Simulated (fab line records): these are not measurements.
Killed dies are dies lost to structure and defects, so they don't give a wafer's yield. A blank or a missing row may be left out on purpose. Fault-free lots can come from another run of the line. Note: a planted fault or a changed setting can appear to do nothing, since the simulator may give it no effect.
fab line records	flow n5_finfet
record: lots: 3	wafers: 9	last_day: 17
route steps=1938 shown BEOL_M4@1099 BEOL_M5@1112 BEOL_M7@1308 PASSIVATION@1936
lots that met no fault: taken from a fault-free run of the same line
start_h: start of the lot's first displayed wafer, in hours after the record's first day	wait_h: hours elapsed since this lot's preceding step	" same as the row above	L1.1+2: a single row standing in for several wafers	- value missing, or start not given	* or withheld: withheld	< > ~ a bound
route shown NAME@n: a module of which the file shows steps, and the number in the route of the first	usual: mean/standard deviation taken from wafers without a fault	same: alike in all rows	chamber/n: place in a boat	sites: the reading at each site	_std_site: how widely they spread, as a standard deviation	_edge_site: mean of outer sites minus mean of inner sites	radius_mm: for every site, how far away it sits from the centre of the wafer	mask NAME#n: copy n	behind: the last tool/chamber to shape the wafer	hold: why the lot went on hold/how many hours it stayed there/how the hold came to an end	device: names the non-switching transistor (n, p or np)	end of line: at the end of the route, the tests of the same wafers	a step given without rows: its recipe and nothing more	killed: not the wafer's yield, but the dies lost to structure and defects at the first sort	map: dies across one wafer; x = killed, . = not, _ = none there
set.NAME: the setting that was run; set.NAME@STEP: the one run at that earlier step	model.NAME: the simulator's own value behind a step, which no gauge read
lots seen at some steps along the route; tables by step, rows by wafer
services: a tool's chamber out of use, with start hour (start_h, from the record's first day; less than 0 if before it), hours out, and reason
== steps ==
step: N5_BEOL_M4_ANNEAL_95
recipe: temp_c: 400	time_s: 240	ambient: vacuum
step: N5_BEOL_M4_SPUTTER_96
recipe: material: Cu	target_thk_a: 45	temp_c: -20	chamber_pressure_pa: 0.07	power_w: withheld	time_s: 8.29
step: N5_BEOL_M4_ECD_50
recipe: material: Cu	target_thk_a: 3000
step: N5_BEOL_M4_ANNEAL_51
recipe: temp_c: 225	time_s: 90	ambient: N2
step: N5_BEOL_M4_CMP_52
recipe: stop_on: SiOC	t_overpolish_s: 6.8	down_force_psi: 1	platen_rpm: 50	clearing_platen_down_force_psi: 1.5	clearing_platen_rpm: 50	post_cmp_clean: cu_alkaline	target_thk_nm: 40	clearing_platen_pad_velocity_m_s: 0.99484	pad_velocity_m_s: 0.99484
step: N5_BEOL_M4_PRE_CLEAN_60
recipe: gas: NH3/H2	time_s: 15	temp_c: *	rf_power_w: 300
step: N5_BEOL_M4_CO_CAP_55
recipe: material: Co	target_thk_a: 20	temp_c: 200	precursor: CCTBA/H2	pressure_torr: 30	time_s: 102.1
step: N5_BEOL_M4_PRE_CLEAN_56
recipe: gas: NH3	time_s: 15	temp_c: withheld	rf_power_w: 300
step: N5_BEOL_M4_DEP_57
recipe: material: SiCN	target_thk_a: 80	temp_c: withheld	precursor: 3MS/NH3	pressure_torr: 3	rf_w: 202	time_s: 14
step: N5_BEOL_M4_RC_MEAS_101
usual: DIBL_N: 36.5/1.9	DIBL_P: 36.7/2.1	IOFF_N: 0.17/0.035	IOFF_P: 0.22/0.042	ION_N: 676/10	ION_P: 462/8.1	SS_N: 71.5/0.72	SS_P: 73.4/0.7	VT_N: 249/3.1	VT_P: -250/3.9
lot.wafer	tool	chamber	start_h	wait_h	DIBL_N[mV/V]	DIBL_P[mV/V]	IOFF_N[nA/um]	IOFF_P[nA/um]	ION_N[uA/um]	ION_P[uA/um]	SS_N[mV/dec]	SS_P[mV/dec]	VT_N[mV]	VT_P[mV]
L596.2	prober-01	0	221.12	0.2	36.9	35.2	0.16	0.21	685	460	70.9	74.0	246	-248
L596.4	"	0	"	"	38.1	37.1	0.18	0.25	679	472	71.5	73.7	247	-246
L596.6	"	0	"	"	38.1	37.6	0.18	0.24	678	465	71.7	74.4	249	-248
L600.1	prober-02	0	252.50	0.0	40.9	41.3	0.27	0.28	689	455	72.7	75.4	242	-249
L600.3	"	0	"	"	35.1	35.0	0.14	0.17	686	461	70.9	73.5	247	-253
L600.4	"	0	"	"	35.8	35.9	0.16	0.19	681	466	71.9	73.1	247	-253
L611.1	prober-02	0	316.29	0.0	35.6	34.6	0.15	0.16	667	448	70.8	72.6	249	-254
L611.3	"	0	"	"	37.4	37.2	0.16	0.19	680	459	70.7	72.4	250	-254
L611.4	"	0	"	"	37.5	37.0	0.17	0.20	689	466	71.6	73.9	250	-252
step: N5_BEOL_M5_ILD_DEP_00
recipe: material: SiCOH_lowk	target_thk_a: 1406.4	temp_c: 300	precursor: DEMS/porogen	pressure_torr: 5	rf_w: 500	time_s: 25.9
step: N5_BEOL_M5_CURE_79
recipe: temp_c: 385	time_s: 240	ambient: He/Ar	material: SiCOH_lowk
step: N5_BEOL_M5_PECVD_70
recipe: material: SiO2	target_thk_a: 160	temp_c: 400	precursor: TEOS/O2	pressure_torr: 5.5	rf_w: 450	teos_flow_sccm: 53.8	gas: O2	flow_sccm: 3000	time_s: 18
step: N5_BEOL_M5_HM_DEP_02
recipe: material: TiN	target_thk_a: 200	temp_c: 25	chamber_pressure_pa: 0.49996
step: N5_BEOL_M5_COAT_59
recipe: resist: SOC	temp_c: 250	time_s: 60	spin_rpm: 1500	resist_thk_nm: 60
step: N5_BEOL_M5_COAT_60
recipe: resist: SiARC	temp_c: 220	time_s: 60	spin_rpm: 1500	resist_thk_nm: 12
step: N5_BEOL_M5_COAT_71
recipe: resist: underlayer	temp_c: 205	time_s: 60	spin_rpm: 1500	resist_thk_nm: 5
step: N5_BEOL_M5_COAT_05
recipe: resist: CAR-EUV	spin_rpm: 1500	resist_thk_nm: 30
step: N5_BEOL_M5_EBR_07
recipe: solvent: PGMEA	ebr_width_mm: 1.5
step: N5_BEOL_M5_SOFTBAKE_06
recipe: temp_c: 110	time_s: 60	resist: CAR-EUV
step: N5_BEOL_M5_EXPOSE_08
recipe: mask_id: M5	na: 0.33	source_shape: annular	sigma_inner: 0.4	sigma_outer: 0.8	polarization: unpolarized	target_cd_nm: 28	dose_mj: 35.75
step: N5_BEOL_M5_PEB_09
recipe: peb_temp_c: 100	peb_time_s: 60	resist: CAR-EUV
step: N5_BEOL_M5_DEVELOP_10
recipe: develop_time_s: 30	developer: TMAH	resist: CAR-EUV	rinse_liquid: surfactant_rinse	dry: air_spin	dev_temp_c: 23
step: N5_BEOL_M5_DESCUM_16
recipe: chemistry: O2	time_s: 7	source_power_w: 50	bias_power_w: 20	pressure_mtorr: 20	rf_frequency_hz: 2.712e+07	temp_c: 40	resist: CAR-EUV	o2_flow_sccm: 225
step: N5_BEOL_M5_ETCH_72
recipe: chemistry: N2/H2	target: underlayer	target_depth_a: 65	mask_material: CAR-EUV	time_s: 5.2	ion_energy_ev: 200	pressure_mtorr: 30	source_w: 840	bias_w: 150	n2_flow_sccm: 200	h2_flow_sccm: 200	ends: cleared
step: N5_BEOL_M5_ETCH_61
recipe: chemistry: CF4	target: SiARC	target_depth_a: 156	mask_material: CAR-EUV	time_s: 26	ion_energy_ev: 80	pressure_mtorr: 40	source_w: 545	bias_w: 36	Ar_flow_sccm: 100	cf4_flow_sccm: 100	ends: cleared
step: N5_BEOL_M5_ETCH_62
recipe: chemistry: N2/H2	target: SOC	target_depth_a: 750	overetch_a: 150	mask_material: SiARC	temp_c: 40	time_s: 112.5	ion_energy_ev: 200	pressure_mtorr: 30	source_w: 840	bias_w: 150	n2_flow_sccm: 200	h2_flow_sccm: 200
step: N5_BEOL_M5_STRIP_63
recipe: chemistry: N2/H2	temp_c: 40	n2_flow_sccm: 200	h2_flow_sccm: 200	rf_frequency_hz: 6e+07
step: N5_BEOL_M5_STRIP_73
recipe: chemistry: N2/H2	temp_c: 40	n2_flow_sccm: 200	h2_flow_sccm: 200	rf_frequency_hz: 6e+07
step: N5_BEOL_M5_STRIP_64
recipe: chemistry: CF4	resist: SiARC	power_w: 300	bias_power_w: 75	pressure_mtorr: 50	cf4_flow_sccm: 150	rf_frequency_hz: 6e+07
step: N5_BEOL_M5_HM_OPEN_17
recipe: chemistry: Cl2/BCl3	target_depth_a: 200	overetch_a: 60	target: TiN	mask_material: SOC	ion_energy_ev: 150	pressure_mtorr: 10	icp_w: 1000	bias_w: 126	Cl2_flow_sccm: 53.25	bcl3_flow_sccm: 21.75	Ar_flow_sccm: 25
step: N5_BEOL_M5_STRIP_19
recipe: chemistry: O2	power_w: 400	temp_c: 40	pressure_mtorr: 30	rf_frequency_hz: 6e+07	bias_power_w: 0	overash_fraction: 0.2	o2_flow_sccm: 225
step: N5_BEOL_M5_COAT_65
recipe: resist: SOC	temp_c: 250	time_s: 60	spin_rpm: 1500	resist_thk_nm: 60
step: N5_BEOL_M5_COAT_66
recipe: resist: SiARC	temp_c: 220	time_s: 60	spin_rpm: 1500	resist_thk_nm: 12
step: N5_BEOL_M7_TRENCH_ETCH_37
recipe: chemistry: C4F6/O2	target_depth_a: 934.78	target: SiCOH_lowk	time_s: 31.2	ion_energy_ev: 250	pressure_mtorr: 30	source_w: 345	bias_w: 185	Ar_flow_sccm: 300	C4F6_flow_sccm: 10	O2_flow_sccm: 10
usual: drypump_motor_current_A: 5.6/0.55	oes_product_au: 0.79/0.087	rf_vpp_V: 668/10	showerhead_plenum_p_Torr: 2.85/0.099	throttle_valve_pct: 21.02/0.28
lot.wafer	tool	chamber	start_h	wait_h	drypump_motor_current_A	oes_product_au	rf_hours_counter_h	rf_vpp_V	showerhead_plenum_p_Torr	throttle_valve_pct	model.etch.depth_nm	model.BEOL_M7.feature_depth_nm	model.TiN_of_BEOL_M7_HM_DEP_02.thk_nm
L596.2	rie_diel-03	0	250.52	-	4.9	0.74	181	666	2.72	21.21	93.64	93.6	17.6
L596.4	"	2	"	"	6.2	0.98	5	682	2.90	20.52	98.94	99	17.2
L596.6	"	0	"	"	4.9	0.74	-	667	2.72	21.21	93.34	93.4	17.6
L600.1	rie_diel-03	1	281.12	-	6.0	0.69	196	659	2.82	21.13	91.67	91.6	17.4
L600.3	"	2	"	"	6.2	0.94	15	684	2.90	20.53	97.86	97.8	16.6
L600.4	"	0	"	"	4.9	1.03	190	665	2.71	21.35	151.6	151.6	15.8
L611.1	rie_diel-05	2	347.26	-	5.0	0.86	60	676	2.99	21.04	94.56	94.6	17.2
L611.3	"	3	"	"	6.1	0.81	78	668	2.76	20.65	93.09	93	17.4
L611.4	"	0	"	"	5.8	0.78	113	655	2.96	20.81	93.33	93.4	17.2
step: N5_BEOL_M7_OCD_MEAS_38
usual: trench_depth_nm: 93.4/1.9
lot.wafer	tool	chamber	start_h	wait_h	trench_depth_nm
L596.2	ocd-02	-	250.68	-	93.6
L596.4	"	-	"	"	98.9
L596.6	"	-	"	"	93.3
L600.1	ocd-02	-	281.27	-	91.5
L600.3	"	-	"	"	97.9
L600.4	"	-	"	"	151.2
L611.1	ocd-02	-	347.42	-	94.1
L611.3	"	-	"	"	93.5
L611.4	"	-	"	"	93.5
step: N5_BEOL_M7_CMP_52
recipe: stop_on: SiCOH_lowk	t_overpolish_s: 6.9	down_force_psi: 1	platen_rpm: 50	clearing_platen_down_force_psi: 1.5	clearing_platen_rpm: 50	post_cmp_clean: cu_alkaline	target_thk_nm: 80	clearing_platen_pad_velocity_m_s: 0.99484	pad_velocity_m_s: 0.99484
usual: head_pressure_psi: 1.0004/0.0024	motor_current_A: 6.0/0.61	platen_rpm: 50.00/0.038	slurry_filter_dp_kPa: 13.49/0.13	slurry_flow_ml_min: 150.1/0.43
lot.wafer	tool	chamber	start_h	wait_h	head_pressure_psi	motor_current_A	platen_rpm	slurry_filter_dp_kPa	slurry_flow_ml_min	model.Cu_of_BEOL_M7_ECD_50.thk_nm
L596.4	cmp-01	2	252.92	0.2	1.0002	5.6	50.03	13.61	150.3	84.2
L596.2	"	3	"	"	1.0003	5.3	50.03	13.39	149.8	80.2
L596.6	"	0	"	"	1.0027	6.0	50.05	13.50	150.2	80.2
L600.4	cmp-01	3	285.66	0.2	0.9998	5.4	49.95	13.64	150.1	138.6
L600.1	"	0	"	"	0.9967	6.3	50.06	13.43	150.1	78
L600.3	"	1	"	"	0.9962	6.1	49.98	13.52	149.2	85.2
L611.1	cmp-04	2	350.12	0.3	1.0015	6.7	50.01	13.55	149.6	81.6
L611.4	"	3	"	"	0.9995	7.4	50.00	13.69	150.1	81.8
L611.3	"	1	"	"	0.9958	5.9	50.03	13.67	149.4	80.4
step: N5_BEOL_M7_THK_MEAS_53
recipe: thk_meas_gauge: xrf	reads: Cu_of_BEOL_M7_ECD_50
usual: M7_THK: 81.2/2
lot.wafer	tool	chamber	start_h	wait_h	M7_THK[nm]
L596.2	film_metro-01	-	253.14	-	80.8
L596.4	"	-	"	"	84.8
L596.6	"	-	"	"	81.1
L600.1	film_metro-02	-	285.96	-	78.6
L600.3	"	-	"	"	85.9
L600.4	"	-	"	"	140.5
L611.1	film_metro-01	-	350.41	-	81.9
L611.3	"	-	"	"	81.1
L611.4	"	-	"	"	81.9
step: N5_BEOL_M7_RS_MEAS_57
recipe: thk_meas_gauge: four-point-probe	reads: Cu_of_BEOL_M7_ECD_50+Co_of_BEOL_M7_CVD_78+TaN_of_BEOL_M7_ALD_77
usual: M7_RS: 0.285/0.0083
lot.wafer	tool	chamber	start_h	wait_h	M7_RS[ohm/sq]
L596.2	film_metro-02	-	253.27	0.1	0.284
L596.4	"	-	"	"	0.269
L596.6	"	-	"	"	0.285
L600.1	film_metro-01	-	286.09	0.1	0.295
L600.3	"	-	"	"	0.266
L600.4	"	-	"	"	0.153
L611.1	film_metro-01	-	350.54	0.1	0.279
L611.3	"	-	"	"	0.284
L611.4	"	-	"	"	0.279
step: N5_PASSIVATION_PROBE_49
usual: defect_limited_yield: 91.4/1.5	killed_at_M0_to_M3: 35/12	killed_at_M4_up: 13/5.8	killed_at_contacts: 12/5.5	killed_at_front_end: 36/9.9	killed_at_other: 4/3.7	killed_dies: 101/18	killed_on_rim: 13/4.1	killed_open: 66/13	killed_short: 33/8	sort_bin_5_function: 5.0/1	sort_bin_6_memory: 3.2/0.67	sort_n_pass: 1079/18	sort_yield_pct: 91.4/1.5
same: gross_dies: 1180	killed_at_back_side: 0	sort_bin_4_leakage[%]: 0	sort_bin_8_speed[%]: 0
lot.wafer	tool	chamber	start_h	wait_h	defect_limited_yield[%]	killed_at_M0_to_M3	killed_at_M4_up	killed_at_contacts	killed_at_front_end	killed_at_other	killed_dies	killed_on_rim	killed_open	killed_short	sort_bin_5_function[%]	sort_bin_6_memory[%]	sort_n_pass	sort_yield_pct[%]
L600.1	prober-01	-	370.15	0.0	90.1	43	21	13	35	5	117	15	76	39	6.3	3.4	1063	90.1
L600.3	prober-01	-	370.25	0.1	90.2	49	12	15	33	7	116	17	67	47	6.4	3.2	1064	90.2
L600.4	prober-01	-	370.30	0.2	27.6	39	764	14	36	1	854	110	70	37	5.4	3.5	326	27.6
L611.1	prober-01	-	417.73	0.0	91.5	24	13	13	42	8	100	9	67	31	4.7	3.5	1080	91.5
L611.3	prober-01	-	417.83	0.1	92.8	36	17	10	20	2	85	14	58	25	4.2	2.7	1095	92.8
L611.4	prober-01	-	417.88	0.2	92.5	24	12	13	39	1	89	12	53	29	4.2	2.5	1091	92.5
killed by level:class
L600.1 BEOL_M4:geometric_particle:open=16 MOL_CONTACT_COAG:geometric_particle:open=11 BEOL_M0_SAQP:geometric_particle:short=9 BEOL_M0_SAQP:geometric_particle:open=9 STI_FIN_REVEAL:geometric_particle:open=6 BEOL_M0:geometric_particle:open=6 DUMMY_GATE:geometric_particle:open=5 BEOL_M1:geometric_particle:open=5
L600.3 BEOL_M0_SAQP:geometric_particle:open=14 BEOL_M0_SAQP:geometric_particle:short=14 MOL_CONTACT_COAG:geometric_particle:open=11 BEOL_M4:geometric_particle:open=7 FIN_SAQP:geometric_particle:short=5 BEOL_M2:geometric_particle:open=5 FIN_SAQP:geometric_particle:open=4 DUMMY_GATE:geometric_particle:open=4
L600.4 BEOL_M7:area_etch=745 MOL_CONTACT_COAG:geometric_particle:open=11 BEOL_M0_SAQP:geometric_particle:short=10 BEOL_M0_SAQP:geometric_particle:open=9 BEOL_M4:geometric_particle:open=9 BEOL_M1:geometric_particle:open=9 DUMMY_GATE:geometric_particle:open=7 GATE_CUT:geometric_particle:short=7
L611.1 MOL_CONTACT_COAG:geometric_particle:open=12 STI_FIN_REVEAL:geometric_particle:open=8 BEOL_M4:geometric_particle:open=8 BEOL_M2:geometric_particle:open=7 GATE_CUT:geometric_particle:open=6 DUMMY_GATE:geometric_particle:open=4 BEOL_M0_SAQP:geometric_particle:short=4 GATE_CUT:geometric_particle:short=4
L611.3 MOL_CONTACT_COAG:geometric_particle:open=10 STI_FIN_REVEAL:geometric_particle:open=8 BEOL_M0_SAQP:geometric_particle:short=6 BEOL_M1:geometric_particle:open=6 BEOL_M1:geometric_particle:short=5 BEOL_M2:geometric_particle:open=5 BEOL_M4:geometric_particle:open=5 BEOL_M0_SAQP:geometric_particle:open=4
L611.4 MOL_CONTACT_COAG:geometric_particle:open=12 BEOL_M0_SAQP:geometric_particle:short=7 HKMG_FIN:area_etch=7 BEOL_M1:geometric_particle:open=5 GATE_CUT:geometric_particle:open=5 BEOL_M4:geometric_particle:open=5 DUMMY_GATE:geometric_particle:open=4 STARTING-WAFER:geometric_particle:short=4
map L600.4 (x killed, . not)
_________________xx.xx.xxxxx.________________
______________xxxxxxxxxxxxxx.xx._____________
___________xxxxxxxxxxx..xxxxxx..xxx__________
__________xx.xxxxxxxxx...xxxxxxxx..._________
________xxxxxx.xxxxxxx.xx.xxxxx.xx..xx_______
_______xxxx.xxxxxxx.xxxxx.x.xx.xxx.x..x______
______xxxxxx.xxxx.xxxx.x.x.x.xxxxx.x.xxx_____
_____xxxxxxx.xxxx.xx.xx.xx.x.xxx.xxxx..xx____
____xxxxxxx.xx.x.xxxxxx.xxxx.xx.x.xxxx....___
___xxxxxxxxxxxxx..xxxxx.xxxx.x.x..xxxxxx..x__
___xxx.xxxxxxx.xxxxxx..xxxxxxx...xx....x.x.__
__xxxxxxxxxxxxxx..xxxxxxxxxx.x..x.x..x......_
__xxx.xxxxxxxx.xx..xxxx.....xxxxx...xx.....x_
_xxxxxxxxx.xxxxx.xx.xxxx.xxxx.xxx...xx...xxx.
_xxxxxxxxxxxxxxxxx...xxxxx..x.x...x..xxxxx..x
_xxxx.xxxxxxx.xxxxx..xx.xx.xx.xxxx.x.xx......
_x.xxxxxxxx.xxxxxxxxxxxxxxxxxxxxxxxx.xxx.....
_x..xx.xxxxx.x.xxxxxxxx.xxxx.xxx.x..x.x....x.
_x.xxxxxx.xxxxx.x.xxxxx.x.xxxxxx.xx.xxx..x...
_xxxxxxxxxxxxxxx.xxxxxxx.xxxxx..x.xx...xx...x
_xxxxxxxxxxxxxxxx.x..x.xxxx...xxxxxx....xxx..
__xxxxxxxx.xx.xxx.xxxxxxxxxxxxx.x..xx...x..._
__xxxxxxxxxxxxxxxxxx..xxxxxx....xx.xxxx..xx._
___xxxxx.x.xxx.x.xx.x.xxxx.xxxxx....x.x.xx.__
___xxxxxxxx..xxx.xxxxxxxxx.xxx.x..xxx..x...__
____xxxxxxx.xxxxxxxxxxxxxxxxx.x.x.x..xx.x.___
_____xxxxxxx.xx.xxx.x.xxxxxxxxx.x..x.x.x.____
______xx.xxxxxxx.xxxxx.xxxx.xxxxxx..x..x_____
_______xxxxx.xxxxxxx.x.xxx.xxxxxxxxxx..______
________xxxx.x.xxxxxx.xx..x.x..xxxx.xx_______
__________xxxxx..x..xx.xxxx....x..xx_________
___________xxx..xxx.xxxxxxx.xxxxxx.__________
______________xx.xxxxxxx.x..xx.x_____________
_________________xxxx.xx.xx..________________
map L596.4 (x killed, . not)
_________________............________________
______________..x..x............_____________
___________................x.......__________
__________................xx........_________
________.............................._______
_______..........x..................xx.______
______x.........x...x.................x._____
_____...........x..........x.............____
____x...........x................x........___
___...............xx.....x.....x....x......__
___.....xx......xxx..x...........x.........__
__..x.........x.......x.x.x.......x..x......_
__.......x.x..............x.....xx.........._
_x......x......x.....x....x..x..x.......x....
_.....x.........x...x....xx.......x..........
_....x.......................................
_.........x..........xx.........x.........x..
_..x..x....x........x......x............x....
_x...........xx.........x......x.......x.....
_......xx.....................x.x.........x..
_..............x.............................
__...x.......x...x........................x._
__....x....x.x.....x..x...x.......x........._
___..........x........x...........x........__
___...............x................x.......__
____......x......x..........x.x...........___
_____......x.x.................x......x..____
______..x..........x.x.x.x...x..x......._____
_______.........x......x.....x....xx..x______
________....x........................._______
__________...x..............x...x..._________
___________........................__________
______________.........xx......._____________
_________________............________________
== services ==
tool	chamber	start_h	hours	kind
cmp-01	-	232.37	3.3	pm
rie_diel-05	3	251.62	3.5	repair
rie_diel-03	-	253.91	0.7	repair
cmp-04	-	258.84	4.0	pm
cmp-04	-	262.84	-	consumable_replace:conditioner
cmp-04	-	262.84	-	consumable_replace:pad
cmp-04	-	278.23	0.5	repair
== key ==
first_sign: step: N5_BEOL_M7_OCD_MEAS_38	reading: trench_depth_nm	direction: up	sigmas: 31	usual: 93.4	struck: 151.2
effect: step: N5_BEOL_M7_THK_MEAS_53	reading: M7_THK	direction: up	sigmas: 29	usual: 81.2	struck: 140.5
effect: step: N5_BEOL_M7_RS_MEAS_57	reading: M7_RS	direction: down	sigmas: 16	usual: 0.285	struck: 0.153
effect: step: N5_PASSIVATION_PROBE_49	reading: killed_at_M4_up	direction: up	sigmas: 99+	usual: 13	struck: 764
model_effect: step: N5_BEOL_M7_TRENCH_ETCH_37	value: etch.depth_nm	without: 92.92	struck: 151.6
model_effect: step: N5_BEOL_M7_CMP_52	value: Cu_of_BEOL_M7_ECD_50.thk_nm	without: 80	struck: 138.6
more_kills_born_at: N5_BEOL_M7_TRENCH_ETCH_37@rie_diel-03: 745
met_at N5_BEOL_M7_TRENCH_ETCH_37
struck_wafers L600.4
later_rows_left_out L600.4
onset_between 250.52 281.12
fault: kind: process_parameter_drift	tool: rie_diel-03	chamber: -	onset_h: 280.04	steps: N5_BEOL_M7_TRENCH_ETCH_37	channel: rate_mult	offset: 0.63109	shape: step	end_h: 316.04	scope: struck_wafers_only
later_rows_left_out: the simulator's readings of these wafers behind a module that went badly wrong aren't trusted and aren't shown, but for the sort
